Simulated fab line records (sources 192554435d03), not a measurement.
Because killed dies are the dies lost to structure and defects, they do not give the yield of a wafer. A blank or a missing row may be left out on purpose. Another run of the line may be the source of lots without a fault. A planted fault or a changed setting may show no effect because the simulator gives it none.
What tool caused it? + flow n5 finfet + Sampling: 12 lots, 36 wafers, 4 of 1938 route steps

== WHAT THE GAUGES READ, wafer by wafer ==
N5_SDB_OVL_MEAS_12.
| lot  | measured    | on         | SDB_OVL (nm)   |
|------|-------------|------------|----------------|
| L075 | day 4 02:24 | overlay-01 | 0.6 0.6 0.8    |
| L077 | day 4 11:08 | overlay-01 | -0.1 0.5 0.7   |
| L079 | day 4 23:42 | overlay-01 | -0.4 0.6 -0.1  |
| L081 | day 5 11:19 | overlay-02 | 0.4 0.2 -0.3   |
| L083 | day 6 00:18 | overlay-02 | 0.1 0.9 -0.2   |
| L085 | day 6 16:43 | overlay-02 | -0.4 -0.5 -0.2 |
| L087 | day 7 06:27 | overlay-02 | 0.7 1.3 0.7    |
| L089 | day 7 14:01 | overlay-02 | 0.6 -0.1 -0.4  |
| L091 | day 8 00:23 | overlay-02 | -1.4 -0.3 -1.5 |
| L093 | day 8 19:04 | overlay-02 | 1.2 0.5 0.3    |
| L095 | day 9 00:43 | overlay-02 | -0.4 -0.4 0.5  |
| L097 | day 9 14:58 | overlay-02 | 0.2 0.4 -1.4   |

== WHICH TOOL RAN EACH LOT (tool, then ch and the chambers of the sampled wafers, then the start) ==
| lot  | N5_SD_EPI_N_ETCH_16               | N5_SD_EPI_N_VAPOR_ETCH_50      | N5_SD_ACTIVATION_RTA_00         |
|------|-----------------------------------|--------------------------------|---------------------------------|
| L075 | rie diel-06 ch 1,3, day 3 10:55   | epi rpcvd-02 ch 0, day 3 11:48 | rtp anneal-01 ch 0, day 3 18:34 |
| L077 | rie diel-05 ch 0,3, day 3 19:56   | epi rpcvd-02 ch 0, day 3 20:51 | rtp anneal-01 ch 0, day 4 03:46 |
| L079 | rie diel-05 ch 0,1, day 4 06:47   | epi rpcvd-01 ch 0, day 4 07:59 | rtp anneal-02 ch 0, day 4 16:14 |
| L081 | rie diel-05 ch 0,2, day 4 18:22   | epi rpcvd-01 ch 0, day 4 19:16 | rtp anneal-02 ch 0, day 5 03:44 |
| L083 | rie diel-05 ch 1,2,3, day 5 07:36 | epi rpcvd-02 ch 0, day 5 08:37 | rtp anneal-02 ch 0, day 5 16:05 |
| L085 | rie diel-04 ch 0,1,3, day 5 22:23 | epi rpcvd-02 ch 0, day 5 23:54 | rtp anneal-02 ch 0, day 6 09:05 |
| L087 | rie diel-05 ch 0,1,3, day 6 09:35 | epi rpcvd-02 ch 0, day 6 11:01 | rtp anneal-01 ch 0, day 6 22:44 |
| L089 | rie diel-06 ch 2,3, day 6 20:10   | epi rpcvd-02 ch 0, day 6 21:19 | rtp anneal-02 ch 0, day 7 06:38 |
| L091 | rie diel-05 ch 0,2, day 7 06:10   | epi rpcvd-01 ch 0, day 7 07:17 | rtp anneal-02 ch 0, day 7 16:54 |
| L093 | rie diel-05 ch 0,2,3, day 8 01:37 | epi rpcvd-02 ch 0, day 8 02:53 | rtp anneal-01 ch 0, day 8 11:15 |
| L095 | rie diel-05 ch 0,1,3, day 8 08:32 | epi rpcvd-03 ch 0, day 8 09:26 | rtp anneal-01 ch 0, day 8 16:33 |
| L097 | rie diel-04 ch 0,1,2, day 8 22:32 | epi rpcvd-03 ch 0, day 8 23:25 | rtp anneal-02 ch 0, day 9 06:58 |
- N5_SD_EPI_N_ETCH_16: etches SiO2 in CHF3/O2, target depth 5 nm.
- N5_SD_EPI_N_VAPOR_ETCH_50: etches Si in HCl, time 54 s.
- N5_SD_ACTIVATION_RTA_00: time 0 s.

== THE ANSWER, worked out from the rows above alone ==
Rule: the lots themselves supply what counts as usual. Put in order of their means at a reading, lots are off if they are a third of the lots or fewer, leave a main group of 4 or more, and stand apart from it by a gap of 3 or more times the standard deviation of the main group's means; of several such gaps the widest counts. The tables above print the reading to a certain number of digits; a main group whose means all agree to those digits is not used. A lot without any number at a reading at which 4 lots or more have one is off too. Where the step has rows for the other lots, those lots are counted as sound.
Across all readings shown, no lot is off: no conclusion can be drawn from this.

== WHAT THE SIMULATOR HAD PUT IN ==
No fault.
